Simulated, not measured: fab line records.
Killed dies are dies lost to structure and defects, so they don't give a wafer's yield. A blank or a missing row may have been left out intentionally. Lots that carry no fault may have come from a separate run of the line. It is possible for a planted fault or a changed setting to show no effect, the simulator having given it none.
Chamber matching -- flow n5_finfet -- 3 sister chambers for N5_BEOL_M3_DEP_57 on pecvd-04
The step deposits SiCN from 3MS/NH3, target thk 8 nm, time 14 s. 6 wafers are shown with their chamber, then 12 later ones without.

== WAFERS WITH THEIR CHAMBER ==
wafer,chamber,throttle_valve_pct (%),showerhead_plenum_p_Torr (Torr)
L084.5,2,8.5,3.671
L086.3,1,8.7,3.670
L086.5,0,9.1,3.686
L087.3,2,8.9,3.654
L087.4,0,9.3,3.677
L087.6,1,8.5,3.682

== WAFERS WITHOUT THEIR CHAMBER ==
wafer,throttle_valve_pct (%),showerhead_plenum_p_Torr (Torr)
L089.4,8.6,3.661
L089.5,9.1,3.694
L089.6,9.0,3.667
L090.1,9.0,3.663
L090.2,9.5,3.688
L090.3,8.6,3.674
L090.4,9.1,3.688
L090.5,8.8,3.656
L090.6,8.4,3.666
L093.2,8.4,3.672
L093.5,8.2,3.673
L093.6,9.3,3.691

== WHICH CHAMBER EACH WENT THROUGH ==
wafer,from the rows above,in truth
L089.4,can't be placed: 2 or 1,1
L089.5,can't be placed: 0 or 1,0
L089.6,can't be placed: 2 or 0 or 1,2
L090.1,can't be placed: 2 or 0 or 1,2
L090.2,0,0
L090.3,can't be placed: 1 or 2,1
L090.4,can't be placed: 0 or 1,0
L090.5,can't be placed: 2 or 1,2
L090.6,can't be placed: 1 or 2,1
L093.2,can't be placed: 1 or 2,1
L093.5,can't be placed: 1 or 2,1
L093.6,0,0
Correct placement for 2 of the 12. Cannot be placed on the basis of these rows: 10; the candidates contain the true chamber in 10. Wrongly placed: 0.
How it was worked out, from the rows above alone: a wafer's distance from a chamber is the root of the sum, over the readings, of the square of ((its reading less the chamber's mean) divided by the reading's scatter). If the next closest chamber is less than 2 further off than the closest, the wafer can't be placed; otherwise it belongs to the closest. For every chamber, the mean is computed from those of its wafers that are shown. The scatter is the square root of a quotient: the sum, over the shown wafers, of each reading's squared deviation from its chamber's mean, divided by wafers minus chambers.
